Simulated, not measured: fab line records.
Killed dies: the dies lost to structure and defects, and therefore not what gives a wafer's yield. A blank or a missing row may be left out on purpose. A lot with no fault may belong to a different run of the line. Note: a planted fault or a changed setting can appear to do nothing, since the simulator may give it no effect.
Which of the tools did it? + flow nand-harc + 24 lots, 72 wafers sampled, at 6 steps of a route of 1302

WHAT THE GAUGES READ, wafer by wafer
The record holds no reading of a measuring or inspecting step that can be judged against a usual standard deviation.

EACH LOT AND THE TOOL THAT RAN IT (in order: tool; ch and the chambers of the sampled wafers; start)
| lot  | NHARC_A_STAIRCASE_ETCH_188                    | NHARC_A_STAIRCASE_ETCH_232                    | NHARC_A_STAIRCASE_TRIM_233                    | NHARC_A_STAIRCASE_STRIP_238          | NHARC_A_STAIRCASE_ETCH_253         | NHARC_A_STAIRCASE_DEP_259       |
|------|-----------------------------------------------|-----------------------------------------------|-----------------------------------------------|--------------------------------------|------------------------------------|---------------------------------|
| L074 | rie-diel-08 ch 1,2,3, day 16 01:15 or earlier | rie-diel-10 ch 0,2,3, day 16 01:15 or earlier | rie-diel-10 ch 0,3, day 16 01:15 or earlier   | plasma-asher-02 ch 0,1, day 16 01:15 | rie-diel-08 ch 0,1,3, day 16 02:46 | pecvd-01 ch 0,1,2, day 16 05:42 |
| L075 | rie-diel-10 ch 0,3, day 16 10:26 or earlier   | rie-diel-08 ch 0,1, day 16 10:26 or earlier   | rie-diel-08 ch 0,2,3, day 16 10:26 or earlier | plasma-asher-02 ch 0,1, day 16 10:26 | rie-diel-01 ch 1,2, day 16 11:58   | pecvd-01 ch 0,1,2, day 16 16:04 |
| L076 | rie-diel-01 ch 0,1, day 16 13:35 or earlier   | rie-diel-01 ch 0,3, day 16 13:35 or earlier   | rie-diel-01 ch 0,1,2, day 16 13:35 or earlier | plasma-asher-01 ch 0,1, day 16 13:35 | rie-diel-01 ch 0,1,2, day 16 15:14 | pecvd-03 ch 0,1,2, day 16 19:49 |
| L077 | rie-diel-10 ch 2,3, day 17 07:55 or earlier   | rie-diel-10 ch 1,2,3, day 17 07:55 or earlier | rie-diel-10 ch 1,2,3, day 17 07:55 or earlier | plasma-asher-01 ch 0,1, day 17 07:55 | rie-diel-01 ch 1,3, day 17 09:29   | pecvd-02 ch 0,2, day 17 13:44   |
| L078 | rie-diel-10 ch 0,2,3, day 17 13:37 or earlier | rie-diel-01 ch 1,2, day 17 13:37 or earlier   | rie-diel-01 ch 1,2,3, day 17 13:37 or earlier | plasma-asher-02 ch 0,1, day 17 13:37 | rie-diel-10 ch 0,3, day 17 15:11   | pecvd-01 ch 0,2, day 17 17:58   |
| L079 | rie-diel-10 ch 0,1,2, day 17 14:22 or earlier | rie-diel-10 ch 2,3, day 17 14:22 or earlier   | rie-diel-10 ch 0,3, day 17 14:22 or earlier   | plasma-asher-02 ch 0,1, day 17 14:22 | rie-diel-10 ch 0,3, day 17 15:58   | pecvd-01 ch 1,2, day 17 18:47   |
| L080 | rie-diel-08 ch 0,3, day 18 09:25 or earlier   | rie-diel-01 ch 0,1,2, day 18 09:25 or earlier | rie-diel-01 ch 0,1, day 18 09:25 or earlier   | plasma-asher-02 ch 0,1, day 18 09:25 | rie-diel-10 ch 0,2,3, day 18 10:50 | pecvd-02 ch 0,2, day 18 13:42   |
| L081 | rie-diel-10 ch 0,1, day 18 10:17 or earlier   | rie-diel-10 ch 0,2,3, day 18 10:17 or earlier | rie-diel-10 ch 0,1,2, day 18 10:17 or earlier | plasma-asher-02 ch 0, day 18 10:17   | rie-diel-10 ch 0,3, day 18 11:46   | pecvd-03 ch 0,1, day 18 15:31   |
| L083 | rie-diel-10 ch 0,2,3, day 19 11:46 or earlier | rie-diel-10 ch 0,1,3, day 19 11:46 or earlier | rie-diel-10 ch 0,2,3, day 19 11:46 or earlier | plasma-asher-02 ch 0,1, day 19 11:46 | rie-diel-08 ch 0,1,2, day 19 13:22 | pecvd-02 ch 0,1,2, day 19 18:21 |
| L082 | rie-diel-01 ch 1,3, day 19 15:46 or earlier   | rie-diel-10 ch 2,3, day 19 15:46 or earlier   | rie-diel-10 ch 0,2,3, day 19 15:46 or earlier | plasma-asher-01 ch 0,1, day 19 15:46 | rie-diel-01 ch 0,1,3, day 19 17:20 | pecvd-01 ch 0,1,2, day 19 21:37 |
| L085 | rie-diel-10 ch 1,2, day 20 10:34 or earlier   | rie-diel-01 ch 0,1, day 20 10:34 or earlier   | rie-diel-01 ch 1,2,3, day 20 10:34 or earlier | plasma-asher-02 ch 0,1, day 20 10:34 | rie-diel-01 ch 0,1,3, day 20 11:57 | pecvd-02 ch 0,1, day 20 14:43   |
| L084 | rie-diel-08 ch 1,2, day 20 10:38 or earlier   | rie-diel-10 ch 0,1,3, day 20 10:38 or earlier | rie-diel-10 ch 0,2,3, day 20 10:38 or earlier | plasma-asher-01 ch 0,1, day 20 10:38 | rie-diel-10 ch 0,1, day 20 12:14   | pecvd-01 ch 0,2, day 20 15:03   |
| L086 | rie-diel-08 ch 0,1,2, day 21 07:53 or earlier | rie-diel-01 ch 0,3, day 21 07:53 or earlier   | rie-diel-01 ch 0,2,3, day 21 07:53 or earlier | plasma-asher-02 ch 0,1, day 21 07:53 | rie-diel-08 ch 1,2,3, day 21 09:29 | pecvd-03 ch 0,1, day 21 14:43   |
| L087 | rie-diel-01 ch 2,3, day 21 08:13 or earlier   | rie-diel-10 ch 0,1,3, day 21 08:13 or earlier | rie-diel-10 ch 1,2,3, day 21 08:13 or earlier | plasma-asher-02 ch 0,1, day 21 08:13 | rie-diel-01 ch 0,1, day 21 09:38   | pecvd-03 ch 0,1,2, day 21 16:25 |
| L088 | rie-diel-08 ch 1,2,3, day 22 08:38 or earlier | rie-diel-08 ch 0,1,3, day 22 08:38 or earlier | rie-diel-08 ch 0,3, day 22 08:38 or earlier   | plasma-asher-01 ch 0,1, day 22 08:38 | rie-diel-10 ch 0,2,3, day 22 10:14 | pecvd-03 ch 1,2, day 22 13:00   |
| L089 | rie-diel-10 ch 0,1, day 22 12:02 or earlier   | rie-diel-08 ch 1,2,3, day 22 12:02 or earlier | rie-diel-08 ch 1,2,3, day 22 12:02 or earlier | plasma-asher-01 ch 0,1, day 22 12:02 | rie-diel-08 ch 1,2, day 22 13:29   | pecvd-02 ch 0,2, day 22 16:18   |
| L091 | rie-diel-01 ch 1,2, day 22 18:46 or earlier   | rie-diel-01 ch 0,2, day 22 18:46 or earlier   | rie-diel-01 ch 0,3, day 22 18:46 or earlier   | plasma-asher-02 ch 0,1, day 22 18:46 | rie-diel-01 ch 0,3, day 22 20:13   | pecvd-03 ch 0,1,2, day 23 00:05 |
| L090 | rie-diel-10 ch 0,3, day 22 19:01 or earlier   | rie-diel-08 ch 0,2,3, day 22 19:01 or earlier | rie-diel-08 ch 1,2, day 22 19:01 or earlier   | plasma-asher-02 ch 0,1, day 22 19:01 | rie-diel-01 ch 0,1, day 22 20:37   | pecvd-03 ch 0,1,2, day 23 01:37 |
| L092 | rie-diel-10 ch 1,2,3, day 23 15:25 or earlier | rie-diel-10 ch 0,2,3, day 23 15:25 or earlier | rie-diel-10 ch 0,1,2, day 23 15:25 or earlier | plasma-asher-01 ch 0,1, day 23 15:25 | rie-diel-01 ch 0,1,2, day 23 16:58 | pecvd-01 ch 0,1,2, day 23 20:14 |
| L093 | rie-diel-01 ch 2,3, day 24 09:28 or earlier   | rie-diel-10 ch 1,2, day 24 09:28 or earlier   | rie-diel-10 ch 0,1,2, day 24 09:28 or earlier | plasma-asher-01 ch 0,1, day 24 09:28 | rie-diel-08 ch 0,2, day 24 11:04   | pecvd-03 ch 0,1, day 24 14:09   |
| L095 | rie-diel-10 ch 0,1,3, day 24 10:44 or earlier | rie-diel-08 ch 0,1,2, day 24 10:44 or earlier | rie-diel-08 ch 0,2, day 24 10:44 or earlier   | plasma-asher-01 ch 0,1, day 24 10:44 | rie-diel-10 ch 0,1,3, day 24 12:13 | pecvd-03 ch 0,2, day 24 15:58   |
| L094 | rie-diel-10 ch 0,2, day 24 11:17 or earlier   | rie-diel-10 ch 2,3, day 24 11:17 or earlier   | rie-diel-10 ch 2,3, day 24 11:17 or earlier   | plasma-asher-01 ch 0,1, day 24 11:17 | rie-diel-10 ch 0,1,2, day 24 12:54 | pecvd-01 ch 0,2, day 24 18:55   |
| L096 | rie-diel-10 ch 0,2,3, day 25 03:16 or earlier | rie-diel-01 ch 0,2,3, day 25 03:16 or earlier | rie-diel-01 ch 1,2,3, day 25 03:16 or earlier | plasma-asher-02 ch 0,1, day 25 03:16 | rie-diel-10 ch 1,2,3, day 25 05:02 | pecvd-01 ch 0,1,2, day 25 11:04 |
| L097 | rie-diel-08 ch 1,2,3, day 25 20:41 or earlier | rie-diel-08 ch 0,1,3, day 25 20:41 or earlier | rie-diel-08 ch 1,2,3, day 25 20:41 or earlier | plasma-asher-02 ch 0,1, day 25 20:41 | rie-diel-10 ch 0,2,3, day 25 22:10 | pecvd-03 ch 0,1,2, day 26 03:50 |
- NHARC_A_STAIRCASE_ETCH_188: etches the open film in C4F8/O2, target depth 100 nm, time 40.5 s.
- NHARC_A_STAIRCASE_ETCH_232: etches the open film in C4F8/O2, target depth 100 nm, time 40.5 s.
- NHARC_A_STAIRCASE_TRIM_233: chemistry O2, time 211.2 s.
- NHARC_A_STAIRCASE_STRIP_238: strips in O2.
- NHARC_A_STAIRCASE_ETCH_253: etches the open film in C4F8/O2, target depth 50 nm, time 20.2 s.
- NHARC_A_STAIRCASE_DEP_259: deposits SiON, target thk 30 nm.

AS READ BY THE TOOLS THEMSELVES (means over the sampled wafers that have a number; for cases with no such wafer, the mark the record gives instead)
NHARC_A_STAIRCASE_ETCH_188. Usual: oes-product-au 0.942 a.u., standard deviation 0.014; rf-vpp-V 895 V, standard deviation 5.1.
| lot  | tool        | oes-product-au (a.u.) | rf-vpp-V (V) | flag |
|------|-------------|-----------------------|--------------|------|
| L074 | rie-diel-08 | 0.933                 | 897          |      |
| L075 | rie-diel-10 | 0.947                 | 895          |      |
| L076 | rie-diel-01 | 0.954                 | 894          |      |
| L077 | rie-diel-10 | 0.963                 | 897          |      |
| L078 | rie-diel-10 | 0.935                 | 895          |      |
| L079 | rie-diel-10 | 0.923                 | 892          |      |
| L080 | rie-diel-08 | 0.921                 | 890          |      |
| L081 | rie-diel-10 | 0.928                 | 891          |      |
| L083 | rie-diel-10 | 0.937                 | 896          |      |
| L082 | rie-diel-01 | 0.938                 | 892          |      |
| L085 | rie-diel-10 | 0.949                 | 902          |      |
| L084 | rie-diel-08 | 0.952                 | 894          |      |
| L086 | rie-diel-08 | 0.933                 | 893          |      |
| L087 | rie-diel-01 | 0.949                 | 891          |      |
| L088 | rie-diel-08 | 0.936                 | 895          |      |
| L089 | rie-diel-10 | 0.957                 | 898          |      |
| L091 | rie-diel-01 | 0.925                 | 893          |      |
| L090 | rie-diel-10 | 0.940                 | 895          |      |
| L092 | rie-diel-10 | 0.951                 | 898          |      |
| L093 | rie-diel-01 | 0.953                 | 890          |      |
| L095 | rie-diel-10 | 0.953                 | 898          |      |
| L094 | rie-diel-10 | 0.931                 | 896          |      |
| L096 | rie-diel-10 | 0.954                 | 895          |      |
| L097 | rie-diel-08 | 0.951                 | 895          |      |

NHARC_A_STAIRCASE_ETCH_232. Usual: oes-product-au 0.946 a.u., standard deviation 0.013; rf-vpp-V 895 V, standard deviation 5.2.
| lot  | tool        | oes-product-au (a.u.) | rf-vpp-V (V) | flag |
|------|-------------|-----------------------|--------------|------|
| L074 | rie-diel-10 | 0.947                 | 897          |      |
| L075 | rie-diel-08 | 0.943                 | 893          |      |
| L076 | rie-diel-01 | 0.943                 | 892          |      |
| L077 | rie-diel-10 | 0.941                 | 893          |      |
| L078 | rie-diel-01 | 0.933                 | 893          |      |
| L079 | rie-diel-10 | 0.946                 | 896          |      |
| L080 | rie-diel-01 | 0.928                 | 893          |      |
| L081 | rie-diel-10 | 0.955                 | 896          |      |
| L083 | rie-diel-10 | 0.960                 | 899          |      |
| L082 | rie-diel-10 | 0.968                 | 896          |      |
| L085 | rie-diel-01 | 0.942                 | 893          |      |
| L084 | rie-diel-10 | 0.929                 | 898          |      |
| L086 | rie-diel-01 | 0.957                 | 892          |      |
| L087 | rie-diel-10 | 0.958                 | 899          |      |
| L088 | rie-diel-08 | 0.954                 | 893          |      |
| L089 | rie-diel-08 | 0.949                 | 895          |      |
| L091 | rie-diel-01 | 0.941                 | 890          |      |
| L090 | rie-diel-08 | 0.934                 | 890          |      |
| L092 | rie-diel-10 | 0.953                 | 895          |      |
| L093 | rie-diel-10 | 0.939                 | 902          |      |
| L095 | rie-diel-08 | 0.950                 | 898          |      |
| L094 | rie-diel-10 | 0.936                 | 895          |      |
| L096 | rie-diel-01 | 0.947                 | 891          |      |
| L097 | rie-diel-08 | 0.938                 | 901          |      |

NHARC_A_STAIRCASE_TRIM_233. Usual: drypump-motor-current-A 5.75 A, standard deviation 0.29; oes-product-au 1.000 a.u., standard deviation 0.01; rf-vpp-V 57.7 V, standard deviation 0.87; showerhead-plenum-p-Torr 3.49 Torr, standard deviation 0.14; throttle-valve-pct 17.038 %, standard deviation 0.0087.
| lot  | tool        | drypump-motor-current-A (A) | oes-product-au (a.u.) | rf-vpp-V (V) | showerhead-plenum-p-Torr (Torr) | throttle-valve-pct (%) | flag |
|------|-------------|-----------------------------|-----------------------|--------------|---------------------------------|------------------------|------|
| L074 | rie-diel-10 | 5.95                        | 1.002                 | 58.7         | 3.53                            | 17.032                 |      |
| L075 | rie-diel-08 | 5.87                        | 0.992                 | 56.8         | 3.37                            | 17.041                 |      |
| L076 | rie-diel-01 | 5.89                        | 0.997                 | 58.0         | 3.44                            | 17.037                 |      |
| L077 | rie-diel-10 | 5.63                        | 1.006                 | 57.9         | 3.46                            | 17.043                 |      |
| L078 | rie-diel-01 | 5.95                        | 1.007                 | 58.4         | 3.42                            | 17.042                 |      |
| L079 | rie-diel-10 | 5.91                        | 1.003                 | 57.7         | 3.51                            | 17.039                 |      |
| L080 | rie-diel-01 | 5.89                        | 0.990                 | 57.7         | 3.47                            | 17.044                 |      |
| L081 | rie-diel-10 | 5.55                        | 0.992                 | 57.7         | 3.43                            | 17.042                 |      |
| L083 | rie-diel-10 | 5.68                        | 0.998                 | 57.8         | 3.52                            | 17.038                 |      |
| L082 | rie-diel-10 | 5.68                        | 1.001                 | 58.4         | 3.52                            | 17.030                 |      |
| L085 | rie-diel-01 | 5.94                        | 1.009                 | 57.2         | 3.40                            | 17.041                 |      |
| L084 | rie-diel-10 | 5.68                        | 1.004                 | 57.8         | 3.51                            | 17.045                 |      |
| L086 | rie-diel-01 | 5.74                        | 0.997                 | 57.2         | 3.40                            | 17.038                 |      |
| L087 | rie-diel-10 | 5.60                        | 1.010                 | 58.2         | 3.62                            | 17.033                 |      |
| L088 | rie-diel-08 | 5.82                        | 1.000                 | 57.4         | 3.33                            | 17.046                 |      |
| L089 | rie-diel-08 | 5.75                        | 1.010                 | 58.0         | 3.50                            | 17.031                 |      |
| L091 | rie-diel-01 | 5.57                        | 0.992                 | 58.4         | 3.41                            | 17.028                 |      |
| L090 | rie-diel-08 | 5.73                        | 1.005                 | 57.7         | 3.47                            | 17.032                 |      |
| L092 | rie-diel-10 | 5.53                        | 1.002                 | 57.9         | 3.59                            | 17.039                 |      |
| L093 | rie-diel-10 | 5.55                        | 0.999                 | 57.8         | 3.59                            | 17.043                 |      |
| L095 | rie-diel-08 | 5.78                        | 0.998                 | 58.0         | 3.65                            | 17.035                 |      |
| L094 | rie-diel-10 | 5.75                        | 1.006                 | 58.2         | 3.51                            | 17.044                 |      |
| L096 | rie-diel-01 | 5.96                        | 0.992                 | 57.7         | 3.38                            | 17.036                 |      |
| L097 | rie-diel-08 | 5.77                        | 0.991                 | 57.2         | 3.49                            | 17.041                 |      |

NHARC_A_STAIRCASE_STRIP_238. Usual: drypump-motor-current-A 5.88 A, standard deviation 0.11; heater-power-w 300 W, standard deviation 36.
| lot  | tool            | drypump-motor-current-A (A) | heater-power-w (W) | flag |
|------|-----------------|-----------------------------|--------------------|------|
| L074 | plasma-asher-02 | 5.91                        | 300                |      |
| L075 | plasma-asher-02 | 5.93                        | 300                |      |
| L076 | plasma-asher-01 | 5.76                        | 304                |      |
| L077 | plasma-asher-01 | 5.77                        | 309                |      |
| L078 | plasma-asher-02 | 5.90                        | 294                |      |
| L079 | plasma-asher-02 | 5.91                        | 299                |      |
| L080 | plasma-asher-02 | 5.92                        | 303                |      |
| L081 | plasma-asher-02 | 5.86                        | 281                |      |
| L083 | plasma-asher-02 | 5.92                        | 296                |      |
| L082 | plasma-asher-01 | 5.85                        | 275                |      |
| L085 | plasma-asher-02 | 5.92                        | 293                |      |
| L084 | plasma-asher-01 | 5.86                        | 280                |      |
| L086 | plasma-asher-02 | 5.91                        | 298                |      |
| L087 | plasma-asher-02 | 5.97                        | 317                |      |
| L088 | plasma-asher-01 | 5.77                        | 303                |      |
| L089 | plasma-asher-01 | 5.84                        | 274                |      |
| L091 | plasma-asher-02 | 5.96                        | 315                |      |
| L090 | plasma-asher-02 | 5.97                        | 323                |      |
| L092 | plasma-asher-01 | 5.83                        | 277                |      |
| L093 | plasma-asher-01 | 5.85                        | 273                |      |
| L095 | plasma-asher-01 | 5.78                        | 300                |      |
| L094 | plasma-asher-01 | 5.77                        | 301                |      |
| L096 | plasma-asher-02 | 5.98                        | 316                |      |
| L097 | plasma-asher-02 | 5.90                        | 300                |      |

NHARC_A_STAIRCASE_ETCH_253. Usual: oes-product-au 0.957 a.u., standard deviation 0.021; rf-vpp-V 894 V, standard deviation 4.9.
| lot  | tool        | oes-product-au (a.u.) | rf-vpp-V (V) | flag |
|------|-------------|-----------------------|--------------|------|
| L074 | rie-diel-08 | 0.967                 | 895          |      |
| L075 | rie-diel-01 | 0.956                 | 893          |      |
| L076 | rie-diel-01 | 0.967                 | 894          |      |
| L077 | rie-diel-01 | 0.970                 | 894          |      |
| L078 | rie-diel-10 | 0.967                 | 895          |      |
| L079 | rie-diel-10 | 0.960                 | 895          |      |
| L080 | rie-diel-10 | 0.976                 | 897          |      |
| L081 | rie-diel-10 | 0.965                 | 896          |      |
| L083 | rie-diel-08 | 0.967                 | 894          |      |
| L082 | rie-diel-01 | 0.939                 | 893          |      |
| L085 | rie-diel-01 | 0.930                 | 893          |      |
| L084 | rie-diel-10 | 0.964                 | 902          |      |
| L086 | rie-diel-08 | 0.991                 | 896          |      |
| L087 | rie-diel-01 | 0.958                 | 892          |      |
| L088 | rie-diel-10 | 0.918                 | 896          |      |
| L089 | rie-diel-08 | 0.966                 | 899          |      |
| L091 | rie-diel-01 | 0.968                 | 891          |      |
| L090 | rie-diel-01 | 0.921                 | 892          |      |
| L092 | rie-diel-01 | 0.918                 | 891          |      |
| L093 | rie-diel-08 | 0.974                 | 900          |      |
| L095 | rie-diel-10 | 0.972                 | 899          |      |
| L094 | rie-diel-10 | 0.950                 | 898          |      |
| L096 | rie-diel-10 | 0.958                 | 899          |      |
| L097 | rie-diel-10 | 0.973                 | 894          |      |

NHARC_A_STAIRCASE_DEP_259. Usual: 746 W for heater-power-w, sd 66.
| lot  | tool     | heater-power-w (W) | flag |
|------|----------|--------------------|------|
| L074 | pecvd-01 | 768                |      |
| L075 | pecvd-01 | 707                |      |
| L076 | pecvd-03 | 701                |      |
| L077 | pecvd-02 | 717                |      |
| L078 | pecvd-01 | 854                |      |
| L079 | pecvd-01 | 680                |      |
| L080 | pecvd-02 | 767                |      |
| L081 | pecvd-03 | 690                |      |
| L083 | pecvd-02 | 724                |      |
| L082 | pecvd-01 | 789                |      |
| L085 | pecvd-02 | 782                |      |
| L084 | pecvd-01 | 791                |      |
| L086 | pecvd-03 | 745                |      |
| L087 | pecvd-03 | 750                |      |
| L088 | pecvd-03 | 672                |      |
| L089 | pecvd-02 | 705                |      |
| L091 | pecvd-03 | 793                |      |
| L090 | pecvd-03 | 757                |      |
| L092 | pecvd-01 | 716                |      |
| L093 | pecvd-03 | 751                |      |
| L095 | pecvd-03 | 769                |      |
| L094 | pecvd-01 | 793                |      |
| L096 | pecvd-01 | 794                |      |
| L097 | pecvd-03 | 739                |      |

THE ANSWER, worked out from the rows above alone
Rule: a lot is off if the mean of its wafers that have a number lies more than 3 standard deviations from the usual mean. Also off: a lot with no number at a reading for which 4 or more lots have one. Any other lot the step has rows for is counted as sound. First the gauges in route order, then the tools' own readings, where a lot's mean is used as printed above. At the first step where some lot is off, the reading lying furthest off is the one used; lots without a number count as furthest.
Nothing can be told from this: no lot is off at any reading shown.

WHAT THE SIMULATOR HAD INSERTED
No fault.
